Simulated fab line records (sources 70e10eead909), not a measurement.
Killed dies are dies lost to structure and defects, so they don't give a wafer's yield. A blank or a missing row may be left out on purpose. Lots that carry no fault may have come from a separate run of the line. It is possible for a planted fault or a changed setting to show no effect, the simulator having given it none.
Chamber matching ; flow nandHarc ; NHARC_A_CHANNEL_HOLE_D2_ETCH_44 on rieDiel-03 has 4 sister chambers
The step etches the open film in CF4/O2, target depth 140 nm, overetch 14 nm, time 77 s. 14 wafers are shown with their chamber, then 7 later ones without.

## EACH WAFER AND ITS CHAMBER
wafer;chamber;drypumpMotorCurrentA (A);showerheadPlenumPTorr (Torr);rfVppV (V)
L074.1;2;5.6;1.26;195.8
L074.3;3;5.3;1.30;196.7
L074.6;1;6.4;1.29;196.6
L075.3;1;6.4;1.29;195.8
L075.5;1;6.5;1.29;197.6
L075.6;2;5.6;1.26;195.2
L080.1;1;6.5;1.29;196.6
L080.4;3;5.3;1.30;197.4
L080.5;2;5.6;1.26;195.5
L085.1;3;5.3;1.30;197.2
L085.4;2;5.6;1.26;195.0
L085.5;2;5.6;1.26;195.8
L089.4;0;6.3;1.26;195.9
L089.5;1;6.4;1.28;198.2

SIGNATURES (means of the wafers above)
reading;chamber 0;chamber 1;chamber 2;chamber 3;scatter within a chamber
drypumpMotorCurrentA;6.300;6.440;5.600;5.300;0.0346
showerheadPlenumPTorr;1.2600;1.2880;1.2600;1.3000;0.00283
rfVppV;195.900;196.960;195.460;197.100;0.658
Rule: a wafer's distance from a chamber is the root of the sum, over the readings, of the square of ((its reading less the chamber's mean) divided by the reading's scatter). The wafer belongs to the nearest chamber; if the next one is less than 2 further off, it can't be placed. The scatter is the square root of a quotient: the sum, over the shown wafers, of each reading's squared deviation from its chamber's mean, divided by wafers minus chambers.

## WAFERS WHOSE CHAMBER IS MISSING
wafer;drypumpMotorCurrentA (A);showerheadPlenumPTorr (Torr);rfVppV (V)
L089.6;5.6;1.26;195.9
L092.3;5.6;1.26;196.9
L092.4;6.3;1.26;195.8
L092.5;5.6;1.26;197.1
L097.3;5.3;1.30;196.5
L097.5;6.3;1.26;195.4
L097.6;6.4;1.28;196.0

## EACH ONE'S CHAMBER
wafer;from the rows above;in truth
L089.6;2;2
L092.3;2;2
L092.4;0;0
L092.5;2;2
L097.3;3;3
L097.5;0;0
L097.6;1;1
Correct placement for 7 of the 7. Number that these rows cannot place: 0. Wrongly placed: 0.
